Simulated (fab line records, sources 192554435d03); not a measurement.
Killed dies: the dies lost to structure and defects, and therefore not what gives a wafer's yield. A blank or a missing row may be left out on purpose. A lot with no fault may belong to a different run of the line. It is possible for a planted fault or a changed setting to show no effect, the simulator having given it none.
Which tool was responsible? / flow n5 finfet / 24 lots with 72 wafers sampled at 6 steps, on a route of 1938 steps

WHAT THE GAUGES SHOWED, per wafer
Not one reading of a measure or inspect step in the record can be checked against a usual standard deviation.

TOOL THAT RAN EACH LOT (tool first, then ch and the chambers of the sampled wafers, then the start)
lot=L074; N5_BEOL_M3_ETCHBACK_99=rie diel-06 ch 0,1,2, day 7 04:38; N5_BEOL_M3_PRE_CLEAN_45=pvd sputter-01, day 7 05:40; N5_BEOL_M3_SPUTTER_48=pvd sputter-01, day 7 06:12; N5_BEOL_M3_ANNEAL_49=pvd sputter-01, day 7 06:17; N5_BEOL_M3_SPUTTER_81=pvd sputter-01, day 7 06:38; N5_BEOL_M3_SPUTTER_96=pvd sputter-01, day 7 07:58
lot=L075; N5_BEOL_M3_ETCHBACK_99=rie diel-02 ch 0,3, day 7 07:13; N5_BEOL_M3_PRE_CLEAN_45=pvd sputter-01, day 7 08:28; N5_BEOL_M3_SPUTTER_48=pvd sputter-01, day 7 09:01; N5_BEOL_M3_ANNEAL_49=pvd sputter-01, day 7 09:06; N5_BEOL_M3_SPUTTER_81=pvd sputter-01, day 7 09:28; N5_BEOL_M3_SPUTTER_96=pvd sputter-01, day 7 10:47
lot=L076; N5_BEOL_M3_ETCHBACK_99=rie diel-02 ch 0,2,3, day 7 11:57; N5_BEOL_M3_PRE_CLEAN_45=pvd sputter-02, day 7 12:49; N5_BEOL_M3_SPUTTER_48=pvd sputter-03, day 7 13:49; N5_BEOL_M3_ANNEAL_49=pvd sputter-03, day 7 13:53; N5_BEOL_M3_SPUTTER_81=pvd sputter-03, day 7 14:15; N5_BEOL_M3_SPUTTER_96=pvd sputter-03, day 7 23:28
lot=L077; N5_BEOL_M3_ETCHBACK_99=rie diel-06 ch 1,3, day 7 23:21; N5_BEOL_M3_PRE_CLEAN_45=pvd sputter-02, day 8 00:01; N5_BEOL_M3_SPUTTER_48=pvd sputter-03, day 8 02:15; N5_BEOL_M3_ANNEAL_49=pvd sputter-03, day 8 02:20; N5_BEOL_M3_SPUTTER_81=pvd sputter-03, day 8 02:41; N5_BEOL_M3_SPUTTER_96=pvd sputter-03, day 8 04:01
lot=L078; N5_BEOL_M3_ETCHBACK_99=rie diel-02 ch 0,2, day 8 08:41; N5_BEOL_M3_PRE_CLEAN_45=pvd sputter-03, day 8 09:40; N5_BEOL_M3_SPUTTER_48=pvd sputter-01, day 8 10:17; N5_BEOL_M3_ANNEAL_49=pvd sputter-01, day 8 10:22; N5_BEOL_M3_SPUTTER_81=pvd sputter-01, day 8 10:44; N5_BEOL_M3_SPUTTER_96=pvd sputter-01, day 8 12:03
lot=L079; N5_BEOL_M3_ETCHBACK_99=rie diel-02 ch 0,2, day 8 20:16; N5_BEOL_M3_PRE_CLEAN_45=pvd sputter-02, day 8 21:10; N5_BEOL_M3_SPUTTER_48=pvd sputter-03, day 8 21:51; N5_BEOL_M3_ANNEAL_49=pvd sputter-03, day 8 21:56; N5_BEOL_M3_SPUTTER_81=pvd sputter-03, day 8 22:17; N5_BEOL_M3_SPUTTER_96=pvd sputter-03, day 8 23:37
lot=L080; N5_BEOL_M3_ETCHBACK_99=rie diel-01 ch 2,3, day 9 04:56; N5_BEOL_M3_PRE_CLEAN_45=pvd sputter-01, day 9 05:56; N5_BEOL_M3_SPUTTER_48=pvd sputter-01, day 9 06:28; N5_BEOL_M3_ANNEAL_49=pvd sputter-01, day 9 06:32; N5_BEOL_M3_SPUTTER_81=pvd sputter-01, day 9 06:54; N5_BEOL_M3_SPUTTER_96=pvd sputter-01, day 9 08:13
lot=L081; N5_BEOL_M3_ETCHBACK_99=rie diel-06 ch 1,3, day 9 05:25; N5_BEOL_M3_PRE_CLEAN_45=pvd sputter-03, day 9 06:19; N5_BEOL_M3_SPUTTER_48=pvd sputter-01, day 9 08:49; N5_BEOL_M3_ANNEAL_49=pvd sputter-01, day 9 08:54; N5_BEOL_M3_SPUTTER_81=pvd sputter-01, day 9 09:16; N5_BEOL_M3_SPUTTER_96=pvd sputter-01, day 9 10:35
lot=L082; N5_BEOL_M3_ETCHBACK_99=rie diel-01 ch 0,1,2, day 9 11:25; N5_BEOL_M3_PRE_CLEAN_45=pvd sputter-03, day 9 12:02; N5_BEOL_M3_SPUTTER_48=pvd sputter-01, day 9 12:35; N5_BEOL_M3_ANNEAL_49=pvd sputter-01, day 9 12:40; N5_BEOL_M3_SPUTTER_81=pvd sputter-01, day 9 13:01; N5_BEOL_M3_SPUTTER_96=pvd sputter-01, day 9 14:20
lot=L083; N5_BEOL_M3_ETCHBACK_99=rie diel-06 ch 0,1, day 9 11:26; N5_BEOL_M3_PRE_CLEAN_45=pvd sputter-02, day 9 12:08; N5_BEOL_M3_SPUTTER_48=pvd sputter-03, day 9 14:00; N5_BEOL_M3_ANNEAL_49=pvd sputter-03, day 9 14:05; N5_BEOL_M3_SPUTTER_81=pvd sputter-03, day 9 14:26; N5_BEOL_M3_SPUTTER_96=pvd sputter-03, day 9 15:46
lot=L084; N5_BEOL_M3_ETCHBACK_99=rie diel-01 ch 0,1,2, day 9 23:24; N5_BEOL_M3_PRE_CLEAN_45=pvd sputter-03, day 10 00:17; N5_BEOL_M3_SPUTTER_48=pvd sputter-02, day 10 01:03; N5_BEOL_M3_ANNEAL_49=pvd sputter-02, day 10 01:08; N5_BEOL_M3_SPUTTER_81=pvd sputter-02, day 10 01:29; N5_BEOL_M3_SPUTTER_96=pvd sputter-02, day 10 02:49
lot=L085; N5_BEOL_M3_ETCHBACK_99=rie diel-01 ch 0,1,2, day 10 04:33; N5_BEOL_M3_PRE_CLEAN_45=pvd sputter-01, day 10 05:17; N5_BEOL_M3_SPUTTER_48=pvd sputter-02, day 10 06:15; N5_BEOL_M3_ANNEAL_49=pvd sputter-02, day 10 06:20; N5_BEOL_M3_SPUTTER_81=pvd sputter-02, day 10 06:41; N5_BEOL_M3_SPUTTER_96=pvd sputter-02, day 10 08:01
lot=L086; N5_BEOL_M3_ETCHBACK_99=rie diel-01 ch 1,3, day 10 12:20; N5_BEOL_M3_PRE_CLEAN_45=pvd sputter-01, day 10 13:28; N5_BEOL_M3_SPUTTER_48=pvd sputter-01, day 10 14:32; N5_BEOL_M3_ANNEAL_49=pvd sputter-01, day 10 14:37; N5_BEOL_M3_SPUTTER_81=pvd sputter-01, day 10 14:58; N5_BEOL_M3_SPUTTER_96=pvd sputter-01, day 10 16:17
lot=L087; N5_BEOL_M3_ETCHBACK_99=rie diel-06 ch 1,2,3, day 10 19:18; N5_BEOL_M3_PRE_CLEAN_45=pvd sputter-01, day 10 20:33; N5_BEOL_M3_SPUTTER_48=pvd sputter-02, day 10 21:06; N5_BEOL_M3_ANNEAL_49=pvd sputter-02, day 10 21:11; N5_BEOL_M3_SPUTTER_81=pvd sputter-02, day 10 21:32; N5_BEOL_M3_SPUTTER_96=pvd sputter-02, day 10 22:52
lot=L088; N5_BEOL_M3_ETCHBACK_99=rie diel-02 ch 1,2,3, day 10 19:26; N5_BEOL_M3_PRE_CLEAN_45=pvd sputter-02, day 10 20:56; N5_BEOL_M3_SPUTTER_48=pvd sputter-01, day 10 21:38; N5_BEOL_M3_ANNEAL_49=pvd sputter-01, day 10 21:43; N5_BEOL_M3_SPUTTER_81=pvd sputter-01, day 10 22:04; N5_BEOL_M3_SPUTTER_96=pvd sputter-01, day 10 23:23
lot=L089; N5_BEOL_M3_ETCHBACK_99=rie diel-01 ch 0,2, day 11 08:18; N5_BEOL_M3_PRE_CLEAN_45=pvd sputter-01, day 11 09:15; N5_BEOL_M3_SPUTTER_48=pvd sputter-03, day 11 10:22; N5_BEOL_M3_ANNEAL_49=pvd sputter-03, day 11 10:26; N5_BEOL_M3_SPUTTER_81=pvd sputter-03, day 11 10:48; N5_BEOL_M3_SPUTTER_96=pvd sputter-03, day 11 12:07
lot=L090; N5_BEOL_M3_ETCHBACK_99=rie diel-02 ch 0,1,3, day 11 13:33; N5_BEOL_M3_PRE_CLEAN_45=pvd sputter-02, day 11 14:23; N5_BEOL_M3_SPUTTER_48=pvd sputter-03, day 11 15:22; N5_BEOL_M3_ANNEAL_49=pvd sputter-03, day 11 15:28; N5_BEOL_M3_SPUTTER_81=pvd sputter-03, day 11 15:52; N5_BEOL_M3_SPUTTER_96=pvd sputter-03, day 11 17:15
lot=L091; N5_BEOL_M3_ETCHBACK_99=rie diel-02 ch 0,1,2, day 11 17:29; N5_BEOL_M3_PRE_CLEAN_45=pvd sputter-03, day 11 18:07; N5_BEOL_M3_SPUTTER_48=pvd sputter-01, day 11 19:17; N5_BEOL_M3_ANNEAL_49=pvd sputter-01, day 11 19:22; N5_BEOL_M3_SPUTTER_81=pvd sputter-01, day 11 19:44; N5_BEOL_M3_SPUTTER_96=pvd sputter-01, day 11 21:03
lot=L093; N5_BEOL_M3_ETCHBACK_99=rie diel-01 ch 0,2,3, day 11 17:29; N5_BEOL_M3_PRE_CLEAN_45=pvd sputter-01, day 11 18:07; N5_BEOL_M3_SPUTTER_48=pvd sputter-02, day 11 19:15; N5_BEOL_M3_ANNEAL_49=pvd sputter-02, day 11 19:20; N5_BEOL_M3_SPUTTER_81=pvd sputter-02, day 11 19:44; N5_BEOL_M3_SPUTTER_96=pvd sputter-02, day 11 21:07
lot=L092; N5_BEOL_M3_ETCHBACK_99=rie diel-02 ch 0,1,2, day 11 22:10; N5_BEOL_M3_PRE_CLEAN_45=pvd sputter-01, day 11 23:04; N5_BEOL_M3_SPUTTER_48=pvd sputter-02, day 11 23:55; N5_BEOL_M3_ANNEAL_49=pvd sputter-02, day 12 00:00; N5_BEOL_M3_SPUTTER_81=pvd sputter-02, day 12 00:22; N5_BEOL_M3_SPUTTER_96=pvd sputter-02, day 12 01:41
lot=L094; N5_BEOL_M3_ETCHBACK_99=rie diel-06 ch 0,1,3, day 13 04:05; N5_BEOL_M3_PRE_CLEAN_45=pvd sputter-03, day 13 04:53; N5_BEOL_M3_SPUTTER_48=pvd sputter-03, day 13 05:29; N5_BEOL_M3_ANNEAL_49=pvd sputter-03, day 13 05:34; N5_BEOL_M3_SPUTTER_81=pvd sputter-03, day 13 05:55; N5_BEOL_M3_SPUTTER_96=pvd sputter-03, day 13 07:14
lot=L095; N5_BEOL_M3_ETCHBACK_99=rie diel-06 ch 2,3, day 13 07:11; N5_BEOL_M3_PRE_CLEAN_45=pvd sputter-01, day 13 08:13; N5_BEOL_M3_SPUTTER_48=pvd sputter-03, day 13 08:55; N5_BEOL_M3_ANNEAL_49=pvd sputter-03, day 13 09:00; N5_BEOL_M3_SPUTTER_81=pvd sputter-03, day 13 09:22; N5_BEOL_M3_SPUTTER_96=pvd sputter-03, day 13 10:41
lot=L096; N5_BEOL_M3_ETCHBACK_99=rie diel-01 ch 1,2,3, day 13 07:34; N5_BEOL_M3_PRE_CLEAN_45=pvd sputter-01, day 13 08:46; N5_BEOL_M3_SPUTTER_48=pvd sputter-01, day 13 09:37; N5_BEOL_M3_ANNEAL_49=pvd sputter-01, day 13 09:42; N5_BEOL_M3_SPUTTER_81=pvd sputter-01, day 13 10:04; N5_BEOL_M3_SPUTTER_96=pvd sputter-01, day 13 11:23
lot=L097; N5_BEOL_M3_ETCHBACK_99=rie diel-06 ch 0,1,3, day 13 10:19; N5_BEOL_M3_PRE_CLEAN_45=pvd sputter-03, day 13 11:11; N5_BEOL_M3_SPUTTER_48=pvd sputter-02, day 13 11:53; N5_BEOL_M3_ANNEAL_49=pvd sputter-02, day 13 11:58; N5_BEOL_M3_SPUTTER_81=pvd sputter-02, day 13 12:19; N5_BEOL_M3_SPUTTER_96=pvd sputter-02, day 13 13:38
- N5_BEOL_M3_ETCHBACK_99: etches SiO2 in CHF3, target depth 5 nm, time 10.4 s.
- N5_BEOL_M3_PRE_CLEAN_45: time 30 s.
- N5_BEOL_M3_SPUTTER_48: material Cu, target thk 4.5 nm, time 8.29 s.
- N5_BEOL_M3_ANNEAL_49: time 240 s.
- N5_BEOL_M3_SPUTTER_81: material Cu, target thk 4.5 nm, time 8.29 s.
- N5_BEOL_M3_SPUTTER_96: material Cu, target thk 4.5 nm, time 8.29 s.

AS READ BY THE TOOLS THEMSELVES (means over the sampled wafers that have a number; for cases with no such wafer, the mark the record gives instead)
N5_BEOL_M3_ETCHBACK_99.
lot=L074; tool=rie diel-06; drypump motor current A (A)=5.5; oes_ar_750_au (a.u.)=0.70; oes_f_703_au (a.u.)=0.71; oes product au (a.u.)=0.69; rf vpp V (V)=240; showerhead plenum p Torr (Torr)=2.16; throttle valve pct (%)=17.20
lot=L075; tool=rie diel-02; drypump motor current A (A)=6.2; oes_ar_750_au (a.u.)=0.68; oes_f_703_au (a.u.)=0.68; oes product au (a.u.)=0.68; rf vpp V (V)=235; showerhead plenum p Torr (Torr)=2.10; throttle valve pct (%)=17.31
lot=L076; tool=rie diel-02; drypump motor current A (A)=6.0; oes_ar_750_au (a.u.)=0.71; oes_f_703_au (a.u.)=0.71; oes product au (a.u.)=0.69; rf vpp V (V)=238; showerhead plenum p Torr (Torr)=2.13; throttle valve pct (%)=17.29
lot=L077; tool=rie diel-06; drypump motor current A (A)=5.5; oes_ar_750_au (a.u.)=0.83; oes_f_703_au (a.u.)=0.83; oes product au (a.u.)=0.83; rf vpp V (V)=242; showerhead plenum p Torr (Torr)=2.17; throttle valve pct (%)=16.90
lot=L078; tool=rie diel-02; drypump motor current A (A)=5.9; oes_ar_750_au (a.u.)=0.72; oes_f_703_au (a.u.)=0.71; oes product au (a.u.)=0.70; rf vpp V (V)=241; showerhead plenum p Torr (Torr)=2.10; throttle valve pct (%)=17.49
lot=L079; tool=rie diel-02; drypump motor current A (A)=5.9; oes_ar_750_au (a.u.)=0.71; oes_f_703_au (a.u.)=0.71; oes product au (a.u.)=0.70; rf vpp V (V)=240; showerhead plenum p Torr (Torr)=2.10; throttle valve pct (%)=17.49
lot=L080; tool=rie diel-01; drypump motor current A (A)=5.8; oes_ar_750_au (a.u.)=0.79; oes_f_703_au (a.u.)=0.80; oes product au (a.u.)=0.79; rf vpp V (V)=238; showerhead plenum p Torr (Torr)=2.22; throttle valve pct (%)=16.92
lot=L081; tool=rie diel-06; drypump motor current A (A)=5.5; oes_ar_750_au (a.u.)=0.74; oes_f_703_au (a.u.)=0.74; oes product au (a.u.)=0.74; rf vpp V (V)=242; showerhead plenum p Torr (Torr)=2.14; throttle valve pct (%)=17.01
lot=L082; tool=rie diel-01; drypump motor current A (A)=5.8; oes_ar_750_au (a.u.)=0.80; oes_f_703_au (a.u.)=0.79; oes product au (a.u.)=0.80; rf vpp V (V)=241; showerhead plenum p Torr (Torr)=2.15; throttle valve pct (%)=17.05
lot=L083; tool=rie diel-06; drypump motor current A (A)=5.7; oes_ar_750_au (a.u.)=0.77; oes_f_703_au (a.u.)=0.77; oes product au (a.u.)=0.77; rf vpp V (V)=241; showerhead plenum p Torr (Torr)=2.12; throttle valve pct (%)=17.00
lot=L084; tool=rie diel-01; drypump motor current A (A)=5.8; oes_ar_750_au (a.u.)=0.80; oes_f_703_au (a.u.)=0.79; oes product au (a.u.)=0.79; rf vpp V (V)=242; showerhead plenum p Torr (Torr)=2.15; throttle valve pct (%)=17.06
lot=L085; tool=rie diel-01; drypump motor current A (A)=5.8; oes_ar_750_au (a.u.)=0.79; oes_f_703_au (a.u.)=0.79; oes product au (a.u.)=0.79; rf vpp V (V)=241; showerhead plenum p Torr (Torr)=2.14; throttle valve pct (%)=17.07
lot=L086; tool=rie diel-01; drypump motor current A (A)=6.2; oes_ar_750_au (a.u.)=0.84; oes_f_703_au (a.u.)=0.83; oes product au (a.u.)=0.84; rf vpp V (V)=242; showerhead plenum p Torr (Torr)=2.16; throttle valve pct (%)=16.95
lot=L087; tool=rie diel-06; drypump motor current A (A)=5.4; oes_ar_750_au (a.u.)=0.85; oes_f_703_au (a.u.)=0.85; oes product au (a.u.)=0.86; rf vpp V (V)=242; showerhead plenum p Torr (Torr)=2.18; throttle valve pct (%)=16.98
lot=L088; tool=rie diel-02; drypump motor current A (A)=5.8; oes_ar_750_au (a.u.)=0.71; oes_f_703_au (a.u.)=0.71; oes product au (a.u.)=0.69; rf vpp V (V)=234; showerhead plenum p Torr (Torr)=2.12; throttle valve pct (%)=17.04
lot=L089; tool=rie diel-01; drypump motor current A (A)=5.5; oes_ar_750_au (a.u.)=0.76; oes_f_703_au (a.u.)=0.76; oes product au (a.u.)=0.75; rf vpp V (V)=240; showerhead plenum p Torr (Torr)=2.16; throttle valve pct (%)=17.22
lot=L090; tool=rie diel-02; drypump motor current A (A)=5.8; oes_ar_750_au (a.u.)=0.80; oes_f_703_au (a.u.)=0.80; oes product au (a.u.)=0.79; rf vpp V (V)=238; showerhead plenum p Torr (Torr)=2.16; throttle valve pct (%)=17.10
lot=L091; tool=rie diel-02; drypump motor current A (A)=5.6; oes_ar_750_au (a.u.)=0.82; oes_f_703_au (a.u.)=0.81; oes product au (a.u.)=0.80; rf vpp V (V)=238; showerhead plenum p Torr (Torr)=2.19; throttle valve pct (%)=17.09
lot=L093; tool=rie diel-01; drypump motor current A (A)=5.6; oes_ar_750_au (a.u.)=0.76; oes_f_703_au (a.u.)=0.77; oes product au (a.u.)=0.76; rf vpp V (V)=240; showerhead plenum p Torr (Torr)=2.18; throttle valve pct (%)=17.08
lot=L092; tool=rie diel-02; drypump motor current A (A)=5.6; oes_ar_750_au (a.u.)=0.81; oes_f_703_au (a.u.)=0.81; oes product au (a.u.)=0.81; rf vpp V (V)=239; showerhead plenum p Torr (Torr)=2.19; throttle valve pct (%)=17.11
lot=L094; tool=rie diel-06; drypump motor current A (A)=5.6; oes_ar_750_au (a.u.)=0.89; oes_f_703_au (a.u.)=0.90; oes product au (a.u.)=0.89; rf vpp V (V)=240; showerhead plenum p Torr (Torr)=2.13; throttle valve pct (%)=16.81
lot=L095; tool=rie diel-06; drypump motor current A (A)=5.3; oes_ar_750_au (a.u.)=0.75; oes_f_703_au (a.u.)=0.74; oes product au (a.u.)=0.74; rf vpp V (V)=241; showerhead plenum p Torr (Torr)=2.21; throttle valve pct (%)=17.27
lot=L096; tool=rie diel-01; drypump motor current A (A)=6.0; oes_ar_750_au (a.u.)=0.78; oes_f_703_au (a.u.)=0.78; oes product au (a.u.)=0.78; rf vpp V (V)=240; showerhead plenum p Torr (Torr)=2.16; throttle valve pct (%)=16.97
lot=L097; tool=rie diel-06; drypump motor current A (A)=5.6; oes_ar_750_au (a.u.)=0.88; oes_f_703_au (a.u.)=0.89; oes product au (a.u.)=0.88; rf vpp V (V)=240; showerhead plenum p Torr (Torr)=2.13; throttle valve pct (%)=16.80

N5_BEOL_M3_PRE_CLEAN_45.
lot=L074; tool=pvd sputter-01; heater power w (W)=311
lot=L075; tool=pvd sputter-01; heater power w (W)=325
lot=L076; tool=pvd sputter-02; heater power w (W)=309
lot=L077; tool=pvd sputter-02; heater power w (W)=375
lot=L078; tool=pvd sputter-03; heater power w (W)=304
lot=L079; tool=pvd sputter-02; heater power w (W)=343
lot=L080; tool=pvd sputter-01; heater power w (W)=331
lot=L081; tool=pvd sputter-03; heater power w (W)=310
lot=L082; tool=pvd sputter-03; heater power w (W)=305
lot=L083; tool=pvd sputter-02; heater power w (W)=400
lot=L084; tool=pvd sputter-03; heater power w (W)=313
lot=L085; tool=pvd sputter-01; heater power w (W)=329
lot=L086; tool=pvd sputter-01; heater power w (W)=322
lot=L087; tool=pvd sputter-01; heater power w (W)=320
lot=L088; tool=pvd sputter-02; heater power w (W)=364
lot=L089; tool=pvd sputter-01; heater power w (W)=327
lot=L090; tool=pvd sputter-02; heater power w (W)=368
lot=L091; tool=pvd sputter-03; heater power w (W)=317
lot=L093; tool=pvd sputter-01; heater power w (W)=325
lot=L092; tool=pvd sputter-01; heater power w (W)=338
lot=L094; tool=pvd sputter-03; heater power w (W)=308
lot=L095; tool=pvd sputter-01; heater power w (W)=329
lot=L096; tool=pvd sputter-01; heater power w (W)=323
lot=L097; tool=pvd sputter-03; heater power w (W)=325

N5_BEOL_M3_SPUTTER_48.
lot=L074; tool=pvd sputter-01; chuck gas flow sccm (sccm)=1.31; throttle valve pct (%)=29.3
lot=L075; tool=pvd sputter-01; chuck gas flow sccm (sccm)=1.25; throttle valve pct (%)=29.3
lot=L076; tool=pvd sputter-03; chuck gas flow sccm (sccm)=1.32; throttle valve pct (%)=30.3
lot=L077; tool=pvd sputter-03; chuck gas flow sccm (sccm)=1.31; throttle valve pct (%)=30.8
lot=L078; tool=pvd sputter-01; chuck gas flow sccm (sccm)=1.26; throttle valve pct (%)=28.8
lot=L079; tool=pvd sputter-03; chuck gas flow sccm (sccm)=1.30; throttle valve pct (%)=30.7
lot=L080; tool=pvd sputter-01; chuck gas flow sccm (sccm)=1.28; throttle valve pct (%)=29.2
lot=L081; tool=pvd sputter-01; chuck gas flow sccm (sccm)=1.24; throttle valve pct (%)=29.7
lot=L082; tool=pvd sputter-01; chuck gas flow sccm (sccm)=1.24; throttle valve pct (%)=28.9
lot=L083; tool=pvd sputter-03; chuck gas flow sccm (sccm)=1.24; throttle valve pct (%)=30.1
lot=L084; tool=pvd sputter-02; chuck gas flow sccm (sccm)=1.29; throttle valve pct (%)=31.0
lot=L085; tool=pvd sputter-02; chuck gas flow sccm (sccm)=1.28; throttle valve pct (%)=30.3
lot=L086; tool=pvd sputter-01; chuck gas flow sccm (sccm)=1.23; throttle valve pct (%)=28.7
lot=L087; tool=pvd sputter-02; chuck gas flow sccm (sccm)=1.33; throttle valve pct (%)=30.2
lot=L088; tool=pvd sputter-01; chuck gas flow sccm (sccm)=1.27; throttle valve pct (%)=29.0
lot=L089; tool=pvd sputter-03; chuck gas flow sccm (sccm)=1.27; throttle valve pct (%)=30.7
lot=L090; tool=pvd sputter-03; chuck gas flow sccm (sccm)=1.26; throttle valve pct (%)=30.8
lot=L091; tool=pvd sputter-01; chuck gas flow sccm (sccm)=1.31; throttle valve pct (%)=29.1
lot=L093; tool=pvd sputter-02; chuck gas flow sccm (sccm)=1.31; throttle valve pct (%)=29.9
lot=L092; tool=pvd sputter-02; chuck gas flow sccm (sccm)=1.31; throttle valve pct (%)=30.3
lot=L094; tool=pvd sputter-03; chuck gas flow sccm (sccm)=1.24; throttle valve pct (%)=31.0
lot=L095; tool=pvd sputter-03; chuck gas flow sccm (sccm)=1.31; throttle valve pct (%)=30.7
lot=L096; tool=pvd sputter-01; chuck gas flow sccm (sccm)=1.29; throttle valve pct (%)=28.9
lot=L097; tool=pvd sputter-02; chuck gas flow sccm (sccm)=1.26; throttle valve pct (%)=30.1

N5_BEOL_M3_ANNEAL_49.
lot=L074; tool=pvd sputter-01; heater power w (W)=808
lot=L075; tool=pvd sputter-01; heater power w (W)=835
lot=L076; tool=pvd sputter-03; heater power w (W)=805
lot=L077; tool=pvd sputter-03; heater power w (W)=752
lot=L078; tool=pvd sputter-01; heater power w (W)=849
lot=L079; tool=pvd sputter-03; heater power w (W)=781
lot=L080; tool=pvd sputter-01; heater power w (W)=803
lot=L081; tool=pvd sputter-01; heater power w (W)=782
lot=L082; tool=pvd sputter-01; heater power w (W)=841
lot=L083; tool=pvd sputter-03; heater power w (W)=775
lot=L084; tool=pvd sputter-02; heater power w (W)=1045
lot=L085; tool=pvd sputter-02; heater power w (W)=918
lot=L086; tool=pvd sputter-01; heater power w (W)=827
lot=L087; tool=pvd sputter-02; heater power w (W)=822
lot=L088; tool=pvd sputter-01; heater power w (W)=863
lot=L089; tool=pvd sputter-03; heater power w (W)=773
lot=L090; tool=pvd sputter-03; heater power w (W)=775
lot=L091; tool=pvd sputter-01; heater power w (W)=797
lot=L093; tool=pvd sputter-02; heater power w (W)=976
lot=L092; tool=pvd sputter-02; heater power w (W)=829
lot=L094; tool=pvd sputter-03; heater power w (W)=778
lot=L095; tool=pvd sputter-03; heater power w (W)=756
lot=L096; tool=pvd sputter-01; heater power w (W)=839
lot=L097; tool=pvd sputter-02; heater power w (W)=832

N5_BEOL_M3_SPUTTER_81.
lot=L074; tool=pvd sputter-01; chuck gas flow sccm (sccm)=1.28; throttle valve pct (%)=29.4
lot=L075; tool=pvd sputter-01; chuck gas flow sccm (sccm)=1.20; throttle valve pct (%)=29.2
lot=L076; tool=pvd sputter-03; chuck gas flow sccm (sccm)=1.28; throttle valve pct (%)=30.4
lot=L077; tool=pvd sputter-03; chuck gas flow sccm (sccm)=1.27; throttle valve pct (%)=30.6
lot=L078; tool=pvd sputter-01; chuck gas flow sccm (sccm)=1.29; throttle valve pct (%)=28.8
lot=L079; tool=pvd sputter-03; chuck gas flow sccm (sccm)=1.30; throttle valve pct (%)=30.8
lot=L080; tool=pvd sputter-01; chuck gas flow sccm (sccm)=1.23; throttle valve pct (%)=29.1
lot=L081; tool=pvd sputter-01; chuck gas flow sccm (sccm)=1.28; throttle valve pct (%)=29.9
lot=L082; tool=pvd sputter-01; chuck gas flow sccm (sccm)=1.27; throttle valve pct (%)=28.8
lot=L083; tool=pvd sputter-03; chuck gas flow sccm (sccm)=1.25; throttle valve pct (%)=30.1
lot=L084; tool=pvd sputter-02; chuck gas flow sccm (sccm)=1.27; throttle valve pct (%)=31.0
lot=L085; tool=pvd sputter-02; chuck gas flow sccm (sccm)=1.29; throttle valve pct (%)=30.3
lot=L086; tool=pvd sputter-01; chuck gas flow sccm (sccm)=1.29; throttle valve pct (%)=28.8
lot=L087; tool=pvd sputter-02; chuck gas flow sccm (sccm)=1.22; throttle valve pct (%)=30.2
lot=L088; tool=pvd sputter-01; chuck gas flow sccm (sccm)=1.28; throttle valve pct (%)=28.8
lot=L089; tool=pvd sputter-03; chuck gas flow sccm (sccm)=1.26; throttle valve pct (%)=30.8
lot=L090; tool=pvd sputter-03; chuck gas flow sccm (sccm)=1.28; throttle valve pct (%)=30.9
lot=L091; tool=pvd sputter-01; chuck gas flow sccm (sccm)=1.28; throttle valve pct (%)=29.1
lot=L093; tool=pvd sputter-02; chuck gas flow sccm (sccm)=1.34; throttle valve pct (%)=30.0
lot=L092; tool=pvd sputter-02; chuck gas flow sccm (sccm)=1.28; throttle valve pct (%)=30.2
lot=L094; tool=pvd sputter-03; chuck gas flow sccm (sccm)=1.18; throttle valve pct (%)=30.9
lot=L095; tool=pvd sputter-03; chuck gas flow sccm (sccm)=1.31; throttle valve pct (%)=30.9
lot=L096; tool=pvd sputter-01; chuck gas flow sccm (sccm)=1.32; throttle valve pct (%)=28.7
lot=L097; tool=pvd sputter-02; chuck gas flow sccm (sccm)=1.27; throttle valve pct (%)=30.2

N5_BEOL_M3_SPUTTER_96.
lot=L074; tool=pvd sputter-01; chuck gas flow sccm (sccm)=1.20; throttle valve pct (%)=29.4
lot=L075; tool=pvd sputter-01; chuck gas flow sccm (sccm)=1.26; throttle valve pct (%)=29.2
lot=L076; tool=pvd sputter-03; chuck gas flow sccm (sccm)=1.27; throttle valve pct (%)=30.4
lot=L077; tool=pvd sputter-03; chuck gas flow sccm (sccm)=1.34; throttle valve pct (%)=30.6
lot=L078; tool=pvd sputter-01; chuck gas flow sccm (sccm)=1.28; throttle valve pct (%)=28.8
lot=L079; tool=pvd sputter-03; chuck gas flow sccm (sccm)=1.26; throttle valve pct (%)=30.8
lot=L080; tool=pvd sputter-01; chuck gas flow sccm (sccm)=1.19; throttle valve pct (%)=29.1
lot=L081; tool=pvd sputter-01; chuck gas flow sccm (sccm)=1.26; throttle valve pct (%)=29.7
lot=L082; tool=pvd sputter-01; chuck gas flow sccm (sccm)=1.28; throttle valve pct (%)=28.8
lot=L083; tool=pvd sputter-03; chuck gas flow sccm (sccm)=1.26; throttle valve pct (%)=30.1
lot=L084; tool=pvd sputter-02; chuck gas flow sccm (sccm)=1.27; throttle valve pct (%)=30.9
lot=L085; tool=pvd sputter-02; chuck gas flow sccm (sccm)=1.28; throttle valve pct (%)=30.3
lot=L086; tool=pvd sputter-01; chuck gas flow sccm (sccm)=1.25; throttle valve pct (%)=28.8
lot=L087; tool=pvd sputter-02; chuck gas flow sccm (sccm)=1.26; throttle valve pct (%)=30.1
lot=L088; tool=pvd sputter-01; chuck gas flow sccm (sccm)=1.26; throttle valve pct (%)=28.9
lot=L089; tool=pvd sputter-03; chuck gas flow sccm (sccm)=1.24; throttle valve pct (%)=30.9
lot=L090; tool=pvd sputter-03; chuck gas flow sccm (sccm)=1.27; throttle valve pct (%)=30.9
lot=L091; tool=pvd sputter-01; chuck gas flow sccm (sccm)=1.28; throttle valve pct (%)=29.0
lot=L093; tool=pvd sputter-02; chuck gas flow sccm (sccm)=1.22; throttle valve pct (%)=30.1
lot=L092; tool=pvd sputter-02; chuck gas flow sccm (sccm)=1.26; throttle valve pct (%)=30.1
lot=L094; tool=pvd sputter-03; chuck gas flow sccm (sccm)=1.26; throttle valve pct (%)=30.7
lot=L095; tool=pvd sputter-03; chuck gas flow sccm (sccm)=1.35; throttle valve pct (%)=30.9
lot=L096; tool=pvd sputter-01; chuck gas flow sccm (sccm)=1.20; throttle valve pct (%)=28.8
lot=L097; tool=pvd sputter-02; chuck gas flow sccm (sccm)=1.30; throttle valve pct (%)=30.1

THE ANSWER, worked out from the rows above alone
Rule: the usual values come from the lots themselves. Put in order of their means at a reading, lots are off if they are a third of the lots or fewer, leave a main group of 4 or more, and stand apart from it by a gap of 3 or more times the standard deviation of the main group's means; of several such gaps the widest counts. Not used: any main group whose means are identical at the precision the tables above print for the reading. Also off: a lot with no number at a reading for which 4 or more lots have one. Any other lot the step has rows for is counted as sound. The gauges are gone through in route order, then the tools' own readings, and for those a lot's mean is taken as printed above. At the first step where some lot is off, the reading lying furthest off is the one used; lots without a number count as furthest.
No lot is off at any reading shown: from this, nothing can be told.

WHAT THE SIMULATOR HAD INSERTED
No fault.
